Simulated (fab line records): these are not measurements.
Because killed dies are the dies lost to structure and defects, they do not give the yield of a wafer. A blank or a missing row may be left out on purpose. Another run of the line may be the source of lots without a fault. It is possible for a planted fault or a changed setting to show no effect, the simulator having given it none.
Comparing a struck lot with a sound one -- flow n5_finfet -- 38 steps out of a route of 1938
Sound: these wafers, L867.1, L867.2, L867.4. Wafers L860.2, L860.5, L860.6 were the ones struck. Last of all comes the cause.
For every step that has rows: the tool of each side, followed by ch and its chambers, followed by its first start. Under that, the readings that differ: sound wafers -- struck wafers -- difference of the means -- sigmas: that difference in standard deviations of wafers without a fault.
alike: readings with means less than 2 such deviations apart, plus words and numbers identical on both sides. not compared: withheld readings, readings lacking a value on some wafer, bounds such as >300 that could conceal the same value, and numbers that have no deviation in the record and whose values overlap.
A row with sigmas, a row that says differs or no value, or rows on one side alone: a step with any of these is where the two part. Numbers that don't overlap but have no deviation are shown without sigmas and don't part them. A reading that every wafer of one side lacks parts them only if that side has two wafers or more.

first, 12 steps without rows for these wafers: N5_MOL_CONTACT_COAG_PRECLEAN_111 (cleans in NF3:NH3, afs cycles 1, time 20 s, sublimation time 60 s); N5_MOL_CONTACT_COAG_TI_SIL_19 (material Ti, target thk 4.2 nm, time 15 s); N5_MOL_CONTACT_COAG_ALD_20 (deposits TiN, target thk 1.5 nm, pulse time 1 s, purge time 3 s); N5_MOL_CONTACT_COAG_SIL_ANNEAL_21 (time 60 s); N5_MOL_CONTACT_COAG_PRE_CLEAN_141 (time 60 s); N5_MOL_CONTACT_COAG_SPUTTER_143 (material Co, target thk 2.5 nm); N5_MOL_CONTACT_COAG_CO_FILL_22 (material Co, precursor CCTBA/H2, target thk 20 nm); N5_MOL_CONTACT_COAG_ANNEAL_113 (time 300 s); N5_MOL_CONTACT_COAG_PRE_CLEAN_142 (time 60 s); N5_MOL_CONTACT_COAG_SPUTTER_130 (material Co, target thk 47.5 nm); N5_MOL_CONTACT_COAG_PRECLEAN_125 (cleans in DIW, time 57.5 s); N5_MOL_CONTACT_COAG_SRD_126 (dry time 32 s).
N5_MOL_CONTACT_COAG_CMP_23: polishes, stops on SiO2, t overpolish 1.5 s, target thk 0 nm.
  sound on cmp-02 ch 0,2,3, day 8 15:44; struck on cmp-03 ch 0,1,3, day 6 22:02
reading,sound,struck,difference,sigmas
platen_rpm (rpm),50.20 50.30 50.29,55.27 55.30 55.34,+5.04,+99 or more
time_to_endpoint_s (s),9.1 12.2 10.6,6.1 4.3 5.2,-5.4,-3
  alike: head_pressure_psi, motor_current_A, overpolish_run_s, retaining_ring_pressure_frac, slurry_filter_dp_kPa
then, 23 steps without rows for these wafers: N5_MOL_CONTACT_COAG_WET_ETCH_26 (target Co, target depth 13 nm); N5_MOL_CONTACT_COAG_WET_ETCH_116 (etches the open film in SC1-inhibited, target depth 4.6 nm, rinse time 30 s); N5_MOL_CONTACT_COAG_ALD_27 (deposits SiOC, target thk 17 nm, pulse time 1.5 s, time 2720 s); N5_MOL_CONTACT_COAG_CMP_28 (polishes, stops on SiNx, t overpolish 0.85 s, target thk 14.522 nm); N5_MOL_CONTACT_COAG_ALD_123 (deposits SiNx, target thk 5 nm, pulse time 1 s, purge time 2 s); N5_MOL_CONTACT_COAG_PECVD_31 (deposits SiO2 from TEOS/O2, target thk 46 nm, time 8.9 s); N5_MOL_CONTACT_COAG_COAT_75 (time 60 s, resist thk 60 nm); N5_MOL_CONTACT_COAG_COAT_76 (time 60 s, resist thk 10 nm); N5_MOL_CONTACT_COAG_COAT_77 (time 60 s, resist thk 10 nm); N5_MOL_CONTACT_COAG_COAT_78 (resist thk 40 nm); N5_MOL_CONTACT_COAG_EBR_80; N5_MOL_CONTACT_COAG_SOFTBAKE_79 (time 60 s); N5_MOL_CONTACT_COAG_EXPOSE_81 (exposes mask VG, defocus 0 nm); N5_MOL_CONTACT_COAG_PEB_82 (peb time 60 s); N5_MOL_CONTACT_COAG_DEVELOP_83 (develop time 30 s); N5_MOL_CONTACT_COAG_DESCUM_88 (chemistry O2, time 7 s); N5_MOL_CONTACT_COAG_ETCH_89 (etches underlayer in N2/H2, target depth 13 nm, time 10.4 s); N5_MOL_CONTACT_COAG_ETCH_90 (etches SiARC in CF4, target depth 13 nm, time 21.7 s); N5_MOL_CONTACT_COAG_ALD_131 (deposits SiO2, target thk 5 nm, pulse time 1 s, co reactant pulse time 1 s); N5_MOL_CONTACT_COAG_ETCHBACK_132 (etches SiO2 in CHF3, target depth 10 nm, time 6.7 s); N5_MOL_CONTACT_COAG_ETCH_91 (etches SOC in N2/H2, target depth 60 nm, overetch 21 nm, time 101.2 s); N5_MOL_CONTACT_COAG_STRIP_92 (strips in N2/H2); N5_MOL_CONTACT_COAG_STRIP_93 (strips in N2/H2).
N5_MOL_CONTACT_COAG_ETCH_47: etches SiNx in CH3F/O2, stops on W, target depth 27 nm.
  sound on rie_diel-02 ch 0,1,2, day 8 23:32; struck on rie_diel-02 ch 0,3, day 7 02:23
reading,sound,struck,difference,sigmas
model.etch.depth_nm (nm),17.89 17.86 17.85,17.57 17.62 17.67,-0.25,
  alike: O2_flow_sccm, bias_w, drypump_motor_current_A, etch_rf_on_time_s, oes_product_au, rf_fwd_power_W, rf_vpp_V, showerhead_plenum_p_Torr, throttle_valve_pct
  not compared: rf_hours_counter_h
-- a jump in the record: the struck wafers' starts before and after are 3 days apart (it breaks off in module MOL_CONTACT_COAG and resumes in module BEOL_M4, where the first step shown is number 1111 of the route) --
N5_BEOL_M4_RC_MEAS_101:
  sound on prober-02 ch 0, day 12 03:23; struck on prober-01 ch 0, day 10 11:29
  alike: DIBL_N, DIBL_P, IOFF_N, IOFF_P, ION_N, ION_P, SS_N, SS_P, VT_N, VT_P

## WHERE THEY PART
N5_MOL_CONTACT_COAG_CMP_23 only, going by this record. Later steps at which nothing parts them and some readings are alike: N5_MOL_CONTACT_COAG_ETCH_47, N5_BEOL_M4_RC_MEAS_101.

WHY: whatever the simulator had introduced
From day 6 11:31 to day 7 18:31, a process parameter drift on cmp-03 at N5_MOL_CONTACT_COAG_CMP_23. From 50.289, the setting platen_rpm moved by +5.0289. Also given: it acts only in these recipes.
